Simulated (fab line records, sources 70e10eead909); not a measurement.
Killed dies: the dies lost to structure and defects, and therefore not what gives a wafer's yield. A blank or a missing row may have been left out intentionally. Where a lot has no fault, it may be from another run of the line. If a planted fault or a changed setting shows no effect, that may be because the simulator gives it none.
Chamber matching | flow nand-harc | NHARC_A_CHANNEL_FILL_D2_STRIP_28 on rie-diel-08: 4 sister chambers
The step strips in O2, time 20 s. 16 wafers are shown with their chamber, then 8 later ones without.

== WAFERS WITH THEIR CHAMBER ==
wafer  | chamber | showerhead-plenum-p-Torr (Torr) | drypump-motor-current-A (A) | rf-vpp-V (V)
L074.1 | 3       | 3.57                            | 6.4                         | 58.5
L074.2 | 2       | 3.33                            | 5.0                         | 56.5
L074.3 | 0       | 3.41                            | 5.6                         | 57.5
L080.1 | 0       | 3.40                            | 5.5                         | 58.7
L080.2 | 1       | 3.70                            | 5.3                         | 60.1
L080.6 | 0       | 3.40                            | 5.5                         | 55.8
L081.1 | 2       | 3.33                            | 5.1                         | 56.9
L081.3 | 0       | 3.40                            | 5.5                         | 57.1
L081.5 | 1       | 3.70                            | 5.4                         | 57.2
L082.1 | 1       | 3.70                            | 5.3                         | 57.9
L082.2 | 3       | 3.57                            | 6.5                         | 58.1
L082.3 | 0       | 3.40                            | 5.5                         | 56.8
L087.1 | 1       | 3.70                            | 5.3                         | 58.4
L087.2 | 3       | 3.57                            | 6.5                         | 58.2
L087.4 | 0       | 3.40                            | 5.5                         | 56.7
L088.2 | 3       | 3.57                            | 6.5                         | 58.9

SIGNATURES (averages over the wafers above)
reading                  | chamber 0 | chamber 1 | chamber 2 | chamber 3 | scatter within a chamber
showerhead-plenum-p-Torr | 3.4017    | 3.7000    | 3.3300    | 3.5700    | 0.00264
drypump-motor-current-A  | 5.517     | 5.325     | 5.050     | 6.475     | 0.0486
rf-vpp-V                 | 57.100    | 58.400    | 56.700    | 58.425    | 0.899
Rule: distance of a wafer from a chamber = root of the sum over the readings of ((wafer's reading minus chamber's mean) / reading's scatter) squared. The wafer belongs to the nearest chamber; if the next one is less than 2 further off, it can't be placed. The scatter: take each reading less its chamber's mean, square it, sum over the shown wafers, divide by the number of wafers less the number of chambers, and take the root.

== WAFERS MISSING THEIR CHAMBER ==
wafer  | showerhead-plenum-p-Torr (Torr) | drypump-motor-current-A (A) | rf-vpp-V (V)
L088.4 | 3.33                            | 5.1                         | 57.4
L088.5 | 3.33                            | 5.1                         | 57.1
L093.1 | 3.33                            | 5.1                         | 58.8
L093.3 | 3.40                            | 5.5                         | 57.3
L093.4 | 3.57                            | 6.5                         | 57.3
L097.2 | 3.33                            | 5.0                         | 57.2
L097.3 | 3.40                            | 5.5                         | 56.7
L097.4 | 3.57                            | 6.4                         | 58.7

== WHICH CHAMBER EACH WENT THROUGH ==
wafer  | from the rows above | in truth
L088.4 | 2                   | 2
L088.5 | 2                   | 2
L093.1 | 2                   | 2
L093.3 | 0                   | 0
L093.4 | 3                   | 3
L097.2 | 2                   | 2
L097.3 | 0                   | 0
L097.4 | 3                   | 3
Correctly placed: 8 of 8. Not placeable from these rows: 0. Placed wrongly: 0.
